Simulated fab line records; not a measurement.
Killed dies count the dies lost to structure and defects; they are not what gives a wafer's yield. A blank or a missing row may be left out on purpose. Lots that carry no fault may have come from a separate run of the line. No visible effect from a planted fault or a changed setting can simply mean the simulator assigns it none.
fab line records	flow n5-finfet
record lots=10	wafers=27	last-day=17
route steps=1938 shown BEOL_M9@1464 BEOL_M10@1484 PASSIVATION@1936
lots that met no fault: from a run of the same line without faults
start-h: hours from the record's first day to the start of the lot's first wafer shown	wait-h: how many hours have passed since the lot's step before this one	" identical to the entry in the row above	L1.1+2: several wafers, shown together as one row	- no value present, or no start provided	* or withheld: withheld	< > ~ a bound
route shown NAME@n: names a module that has steps shown in the file, with the first one's number in the route	usual: the fault-free wafers' mean and standard deviation	same: alike in all rows	chamber/n: place in a boat	sites: the reading at each site	_std_site: standard deviation of those values	_edge_site: the outer-site mean with the inner-site mean subtracted	radius-mm: for every site, how far away it sits from the centre of the wafer	mask NAME#n: copy n	behind: the most recent tool/chamber to have shaped the wafer	hold: reason for holding the lot/hours on hold/outcome of the hold	device: names the non-switching transistor (n, p or np)	end of line: at the end of the route, the tests of the same wafers	step lacking rows: just its recipe	killed: the dies lost at the first sort to structure and to defects; this is not the yield of the wafer	map: a wafer's dies, x killed, . not, _ none there
set.NAME: the run value of the setting; set.NAME@STEP: its run value at that earlier step	model.NAME: the simulator's own value behind a step, which no gauge read
route steps across a sampled set of lots; one table per step, one row per wafer
services: a tool's chamber out of use, with start hour (start-h, from the record's first day; less than 0 if before it), hours out, and reason
## steps
# step N5_BEOL_M9_CMP_52
# recipe stop-on=SiCOH_lowk	t-overpolish-s=7	down-force-psi=1	platen-rpm=50	clearing-platen-down-force-psi=1.5	clearing-platen-rpm=50	post-cmp-clean=cu-alkaline	target-thk-nm=140	clearing-platen-pad-velocity-m-s=0.99484	pad-velocity-m-s=0.99484
# usual barrier-field-endpoint-s=29.0/0.71	motor-current-A=6.4/0.8	overpolish-run-s=6.998/0.0091	pad-life-wafers=814/560	retaining-ring-pressure-frac=1.000/0.005	time-to-endpoint-s=66/3.4
lot.wafer	tool	chamber	start-h	wait-h	barrier-field-endpoint-s	motor-current-A	overpolish-run-s	pad-life-wafers	retaining-ring-pressure-frac	time-to-endpoint-s
L959.3	cmp-01	0	224.62	0.2	29.3	7.7	7.020	1914	0.991	66
L959.1	"	2	"	"	28.2	6.3	6.992	1916	1.006	64
L961.2	cmp-02	1	243.07	0.2	27.9	6.9	7.002	186	0.996	62
L961.1	"	0	"	"	29.3	5.3	7.004	189	1.001	63
L961.5	"	1	"	"	28.2	7.0	7.006	-	0.994	61
L962.1	cmp-03	1	254.57	0.3	28.6	7.9	6.988	906	1.002	63
L962.6	"	1	"	"	28.4	7.8	6.995	-	0.997	63
L962.5	"	2	"	"	28.5	5.4	6.999	-	1.009	67
L968.1	cmp-03	2	281.34	0.3	28.8	5.4	6.983	1152	0.999	66
L968.3	"	0	"	"	29.8	6.1	6.997	1154	0.998	72
L968.6	"	3	"	"	29.8	5.6	7.000	-	1.004	71
L974.1	cmp-01	2	319.05	0.3	28.7	6.8	7.021	462	1.007	61
L974.4	"	3	"	"	28.9	6.6	7.003	463	0.996	62
L974.2	"	0	"	"	28.5	7.7	6.988	464	0.996	61
L973.2	cmp-02	2	323.47	0.2	29.3	6.7	6.989	834	0.994	67
L973.5	"	2	"	"	29.6	6.2	6.999	-	0.998	66
L973.6	"	3	"	"	29.8	5.6	6.999	-	0.998	66
L976.4	cmp-03	0	326.85	0.2	30.0	6.2	6.984	1531	0.999	72
L976.3	"	2	"	"	29.3	5.8	7.009	1533	0.994	73
L976.5	"	3	"	"	29.6	5.7	6.994	-	0.999	72
L977.2	cmp-02	0	348.92	0.2	28.5	5.4	7.002	979	0.998	65
L977.5	"	0	"	"	29.0	5.3	7.006	-	1.000	68
L979.3	cmp-03	1	354.31	0.2	30.1	7.5	6.997	1760	1.005	66
L979.6	"	0	"	"	31.3	6.3	6.988	-	0.991	74
L980.4	cmp-02	3	356.83	0.1	29.9	5.7	7.002	1038	0.999	67
L980.3	"	1	"	"	28.5	6.8	6.973	1040	0.998	61
L980.1	"	2	"	"	28.8	6.8	6.994	1041	1.009	65
# step N5_BEOL_M10_OVL_MEAS_12
# recipe points-per-wafer=44
# usual M10_OVL=0.3/0.83
lot.wafer	tool	chamber	start-h	wait-h	M10_OVL[nm]
L959.1	overlay-01	0	227.56	0.0	-0.1
L959.3	"	0	"	"	-0.2
L961.1	overlay-01	0	245.77	0.0	0.4
L961.2	"	0	"	"	-0.1
L961.5	"	0	"	"	0.8
L962.1	overlay-01	0	256.70	0.0	1.0
L962.5	"	0	"	"	0.2
L962.6	"	0	"	"	0.1
L968.1	overlay-02	0	283.44	0.0	-0.6
L968.3	"	0	"	"	0.9
L968.6	"	0	"	"	1.2
L974.1	overlay-02	0	321.92	0.0	1.0
L974.2	"	0	"	"	1.5
L974.4	"	0	"	"	1.6
L973.2	overlay-02	0	325.84	0.0	0.3
L973.5	"	0	"	"	1.7
L973.6	"	0	"	"	-0.2
L976.3	overlay-02	0	329.21	0.0	1.0
L976.4	"	0	"	"	-0.3
L976.5	"	0	"	"	0.7
L977.2	overlay-02	0	351.33	0.0	1.8
L977.5	"	0	"	"	0.7
L979.3	overlay-02	0	356.71	0.0	-0.1
L979.6	"	0	"	"	-0.7
L980.1	overlay-01	0	360.69	0.0	1.4
L980.3	"	0	"	"	0.4
L980.4	"	0	"	"	-0.1
# step N5_BEOL_M10_DESCUM_16
# recipe chemistry=O2	time-s=7.9	source-power-w=50	bias-power-w=20	pressure-mtorr=20	rf-frequency-hz=2.712e+07	temp-c=40	resist=CAR-ArF	o2-flow-sccm=225
# usual bias-power-w=20.00/0.058	drypump-motor-current-A=5.7/0.44	oes-product-au=0.82/0.061	rf-fwd-power-W=49.45/0.23	rf-vpp-V=243.6/1.4	showerhead-plenum-p-Torr=2.12/0.068	temp-c=39.99/0.12	throttle-valve-pct=20.33/0.25
# same time-s=7.9
lot.wafer	tool	chamber	start-h	wait-h	bias-power-w	drypump-motor-current-A	oes-product-au	rf-fwd-power-W	rf-hours-counter-h	rf-vpp-V	showerhead-plenum-p-Torr	temp-c	throttle-valve-pct
L959.1	rie-diel-03	3	227.62	0.0	19.92	5.7	0.83	49.30	70	242.9	2.13	40.03	20.34
L959.3	"	0	"	"	19.97	6.1	0.81	49.09	113	243.2	2.09	39.79	20.64
L961.1	rie-diel-02	3	245.83	0.0	20.01	4.9	0.78	49.34	115	243.5	2.12	39.96	20.18
L961.2	"	0	"	"	20.05	6.5	0.88	49.36	55	240.5	2.03	40.04	20.60
L961.5	"	0	"	"	20.08	6.5	0.88	49.38	-	242.4	2.03	39.98	20.62
L962.1	rie-diel-02	1	256.92	0.2	19.98	5.7	0.94	49.52	13	243.4	2.12	39.87	19.92
L962.5	"	0	"	"	19.97	6.4	0.88	49.36	-	243.1	2.03	39.94	20.62
L962.6	"	3	"	"	20.10	4.9	0.78	49.37	-	244.4	2.12	39.95	20.18
L968.1	rie-diel-02	0	283.64	0.2	20.03	6.4	0.87	49.38	67	241.8	2.02	40.01	20.64
L968.3	"	3	"	"	19.95	4.9	0.77	49.30	127	242.1	2.11	39.96	20.19
L968.6	"	1	"	"	19.91	5.7	0.90	49.54	-	244.1	2.12	39.73	19.94
L974.1	rie-diel-03	1	321.98	0.0	20.10	5.7	0.84	49.61	66	245.4	2.24	39.91	20.48
L974.2	"	3	"	"	20.04	5.6	0.79	49.65	104	244.9	2.12	39.91	20.38
L974.4	"	0	"	"	20.01	6.1	0.78	49.25	148	244.6	2.08	40.05	20.70
L973.2	rie-diel-03	2	325.95	0.1	19.98	5.5	0.84	48.97	88	245.8	2.20	39.90	20.64
L973.5	"	0	"	"	20.00	6.1	0.77	49.24	-	243.4	2.08	39.99	20.69
L973.6	"	1	"	"	20.10	5.6	0.83	49.57	-	245.9	2.24	40.06	20.46
L976.3	rie-diel-06	1	329.27	0.0	19.91	6.1	0.73	49.68	153	241.1	2.02	40.02	20.59
L976.4	"	3	"	"	20.04	5.8	0.80	49.65	125	244.7	2.17	40.12	20.15
L976.5	"	3	"	"	19.95	5.8	0.79	49.80	-	245.8	2.17	40.06	20.15
L977.2	rie-diel-06	2	352.92	1.6	19.86	5.1	0.80	49.65	93	244.3	2.11	39.97	20.04
L977.5	"	3	"	"	20.14	5.8	0.78	49.59	-	244.5	2.17	40.07	20.15
L979.3	rie-diel-02	3	356.92	0.2	20.02	4.9	0.76	49.38	144	241.7	2.11	40.14	20.22
L979.6	"	1	"	"	19.99	5.7	0.88	49.82	-	242.5	2.11	40.16	19.96
L980.1	rie-diel-03	3	360.75	0.0	20.07	5.7	0.76	49.42	122	243.9	2.11	39.98	20.43
L980.3	"	1	"	"	20.02	5.7	0.82	49.45	84	245.1	2.23	40.00	20.51
L980.4	"	0	"	"	19.95	6.1	0.76	49.46	165	242.0	2.07	40.00	20.73
# step N5_BEOL_M10_ETCH_62
# recipe chemistry=N2/H2	target=SOC	target-depth-a=1100	overetch-a=220	mask-material=SiARC	temp-c=40	time-s=165	ion-energy-ev=200	pressure-mtorr=30	source-w=840	bias-w=150	n2-flow-sccm=200	h2-flow-sccm=200
# usual drypump-motor-current-A=5.7/0.44	oes-product-au=0.69/0.045	rf-fwd-power-W=837.8/2.6	rf-vpp-V=524.9/2.4	showerhead-plenum-p-Torr=2.58/0.085	temp-c=40.00/0.12	throttle-valve-pct=17.74/0.27
# same time-s=165
lot.wafer	tool	chamber	start-h	wait-h	drypump-motor-current-A	oes-product-au	rf-fwd-power-W	rf-hours-counter-h	rf-vpp-V	showerhead-plenum-p-Torr	temp-c	throttle-valve-pct
L959.1	rie-diel-03	3	227.71	0.0	5.6	0.70	839.7	70	524.9	2.58	39.88	17.75
L959.3	"	0	"	"	6.1	0.68	837.0	113	525.2	2.55	39.69	18.22
L961.1	rie-diel-02	3	245.92	0.0	4.9	0.67	836.1	115	526.0	2.57	40.01	17.57
L961.2	"	0	"	"	6.5	0.74	834.2	55	523.7	2.48	40.22	18.09
L961.5	"	0	"	"	6.4	0.73	836.9	-	521.3	2.48	39.94	18.08
L962.1	rie-diel-02	1	257.01	0.0	5.7	0.78	839.2	13	525.2	2.59	39.96	17.42
L962.5	"	0	"	"	6.5	0.73	838.0	-	523.1	2.48	40.10	18.09
L962.6	"	3	"	"	4.9	0.66	838.7	-	523.0	2.56	40.17	17.58
L968.1	rie-diel-02	0	283.72	0.0	6.5	0.72	838.1	67	521.2	2.47	39.97	18.11
L968.3	"	3	"	"	4.9	0.65	832.0	127	525.9	2.56	40.08	17.58
L968.6	"	1	"	"	5.7	0.76	839.0	-	524.1	2.59	40.02	17.42
L974.1	rie-diel-03	1	322.06	0.0	5.7	0.71	835.2	66	529.2	2.67	39.98	17.54
L974.2	"	3	"	"	5.7	0.67	838.1	104	524.9	2.57	40.14	17.82
L974.4	"	0	"	"	6.1	0.66	837.3	148	524.8	2.54	39.87	18.28
L973.2	rie-diel-03	2	326.03	0.0	5.5	0.69	839.7	88	528.8	2.69	40.06	18.20
L973.5	"	0	"	"	6.1	0.66	833.8	-	524.4	2.54	40.04	18.29
L973.6	"	1	"	"	5.7	0.70	835.2	-	527.4	2.67	40.08	17.56
L976.3	rie-diel-06	1	329.35	0.0	6.1	0.63	840.7	153	520.9	2.42	40.18	17.73
L976.4	"	3	"	"	5.8	0.66	840.1	125	525.4	2.66	40.00	17.64
L976.5	"	3	"	"	5.8	0.66	841.6	-	527.1	2.66	39.97	17.65
L977.2	rie-diel-06	2	353.01	0.0	5.1	0.67	837.7	94	525.8	2.57	40.05	17.61
L977.5	"	3	"	"	5.7	0.65	840.2	-	527.5	2.65	40.02	17.66
L979.3	rie-diel-02	3	357.01	0.0	4.9	0.64	836.5	144	523.9	2.55	40.20	17.63
L979.6	"	1	"	"	5.7	0.73	836.6	-	525.5	2.58	39.91	17.46
L980.1	rie-diel-03	3	360.83	0.0	5.6	0.65	839.5	122	524.4	2.56	39.97	17.82
L980.3	"	1	"	"	5.6	0.68	837.8	84	527.8	2.67	40.12	17.57
L980.4	"	0	"	"	6.1	0.64	835.9	166	522.4	2.53	39.97	18.32
# step N5_BEOL_M10_INSPECT_30
# recipe mode=adi	inspect-instrument=brightfield
# usual raw-defect-count=386/89
lot.wafer	tool	chamber	start-h	wait-h	raw-defect-count
L959.1	defect-inspect-02	-	228.93	0.0	325
L959.3	"	-	"	"	407
L961.1	defect-inspect-02	-	250.44	0.0	344
L961.2	"	-	"	"	376
L961.5	"	-	"	"	474
L962.1	defect-inspect-01	-	258.17	0.0	428
L962.5	"	-	"	"	494
L962.6	"	-	"	"	389
L968.1	defect-inspect-01	-	288.20	0.0	400
L968.3	"	-	"	"	1187
L968.6	"	-	"	"	372
L974.1	defect-inspect-02	-	324.19	0.0	360
L974.2	"	-	"	"	284
L974.4	"	-	"	"	344
L973.2	defect-inspect-01	-	327.56	0.0	467
L973.5	"	-	"	"	485
L973.6	"	-	"	"	409
L976.3	defect-inspect-02	-	331.50	0.0	260
L976.4	"	-	"	"	431
L976.5	"	-	"	"	302
L977.2	defect-inspect-01	-	354.36	0.0	445
L977.5	"	-	"	"	498
L979.3	defect-inspect-02	-	359.99	0.0	440
L979.6	"	-	"	"	361
L980.1	defect-inspect-02	-	361.54	0.0	562
L980.3	"	-	"	"	441
L980.4	"	-	"	"	357
# step N5_PASSIVATION_PROBE_49
# usual defect-limited-yield=91.2/1.5	killed_at_M0_to_M3=36/10	killed_at_M4_up=13/6	killed-at-contacts=11/5.2	killed-at-front-end=40/11	killed-at-other=3.1/2.9	killed-dies=104/17	killed-on-rim=14/3.6	killed-open=66/12	killed-short=34/7.7	sort_bin_5_function=5.1/0.91	sort_bin_6_memory=3.2/0.67	sort-n-pass=1076/17	sort-yield-pct=91.2/1.5
# same gross-dies=1180	killed-at-back-side=0	sort_bin_4_leakage[%]=0	sort_bin_8_speed[%]=0
lot.wafer	tool	chamber	start-h	wait-h	defect-limited-yield[%]	killed_at_M0_to_M3	killed_at_M4_up	killed-at-contacts	killed-at-front-end	killed-at-other	killed-dies	killed-on-rim	killed-open	killed-short	sort_bin_5_function[%]	sort_bin_6_memory[%]	sort-n-pass	sort-yield-pct[%]
L968.1	prober-02	-	344.51	0.0	90.4	52	13	6	40	2	113	9	68	42	6.0	3.4	1067	90.4
L968.3	prober-02	-	344.61	0.1	83.1	31	108	24	35	2	200	32	68	34	10.7	3.8	980	83.1
L968.6	prober-02	-	344.76	0.3	92.8	28	10	13	32	2	85	11	50	33	4.9	2.0	1095	92.8
# killed by level:class
L968.1 BEOL_M0_SAQP:geometric-particle:open=16 BEOL_M0_SAQP:geometric-particle:short=14 FIN_SAQP:geometric-particle:short=12 STARTING-WAFER:geometric-particle:open=8 STI_FIN_REVEAL:geometric-particle:open=6 BEOL_M1:geometric-particle:open=6 BEOL_M5:geometric-particle:open=6 BEOL_M2:geometric-particle:open=5
L968.3 BEOL_M10:unspecified=95 MOL_CONTACT_COAG:geometric-particle:open=15 BEOL_M0_SAQP:geometric-particle:short=10 FIN_SAQP:geometric-particle:open=9 MOL_CONTACT_COAG:geometric-particle:short=8 BEOL_M0_SAQP:geometric-particle:open=7 FIN_SAQP:geometric-particle:short=6 BEOL_M3:geometric-particle:open=6
L968.6 BEOL_M0_SAQP:geometric-particle:short=9 STI_FIN_REVEAL:geometric-particle:open=8 MOL_CONTACT_COAG:geometric-particle:open=8 BEOL_M4:geometric-particle:open=8 BEOL_M1:geometric-particle:open=6 STARTING-WAFER:geometric-particle:short=5 MOL_CONTACT_COAG:geometric-particle:short=4 BEOL_M0_SAQP:geometric-particle:open=4
## services
tool	chamber	start-h	hours	kind
rie-diel-03	1	202.38	5.7	repair
cmp-01	-	204.15	0.5	repair
rie-diel-03	-	207.12	0.4	repair
cmp-02	-	215.42	4.0	pm
cmp-02	-	219.42	-	consumable-replace:conditioner
cmp-02	-	219.42	-	consumable-replace:pad
rie-diel-02	2	220.79	6.6	repair
rie-diel-02	3	222.10	1.4	repair
rie-diel-02	2	227.67	-	clean
rie-diel-02	2	227.67	-	consumable-replace:focus-ring
rie-diel-02	2	227.67	19.5	scheduled-down
rie-diel-02	2	227.67	19.5	vent-cycle
cmp-03	-	235.56	1.1	repair
cmp-03	-	243.89	5.3	pm
cmp-02	-	244.01	1.5	repair
rie-diel-03	2	246.73	2.6	repair
cmp-01	-	257.60	4.0	pm
cmp-02	-	287.69	1.8	repair
cmp-01	-	294.79	0.3	repair
cmp-02	-	305.39	3.3	repair
rie-diel-06	-	307.32	2.8	pm
rie-diel-02	-	329.88	24.2	repair
cmp-02	-	340.86	5.7	pm
cmp-03	-	357.06	1.5	repair
## key
first-sign step=N5_BEOL_M10_INSPECT_30	reading=raw-defect-count	direction=up	sigmas=9	usual=386	struck=1187
effect step=N5_PASSIVATION_PROBE_49	reading=killed_at_M4_up	direction=up	sigmas=16	usual=13	struck=108
more-kills-born-at N5_BEOL_M10_ETCH_62@rie-diel-02=95
met-at N5_BEOL_M10_ETCH_62
struck-lots L968
struck-wafers L968.3
not-acting-at N5_BEOL_M9_CMP_52,N5_BEOL_M10_OVL_MEAS_12,N5_BEOL_M10_DESCUM_16
onset-between 257.01 283.72
fault kind=chamber-particle-source	tool=rie-diel-02	chamber=3	onset-h=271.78	steps=N5_BEOL_M10_ETCH_62	rate-per-visit-cm2=1.0626	end-h=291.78
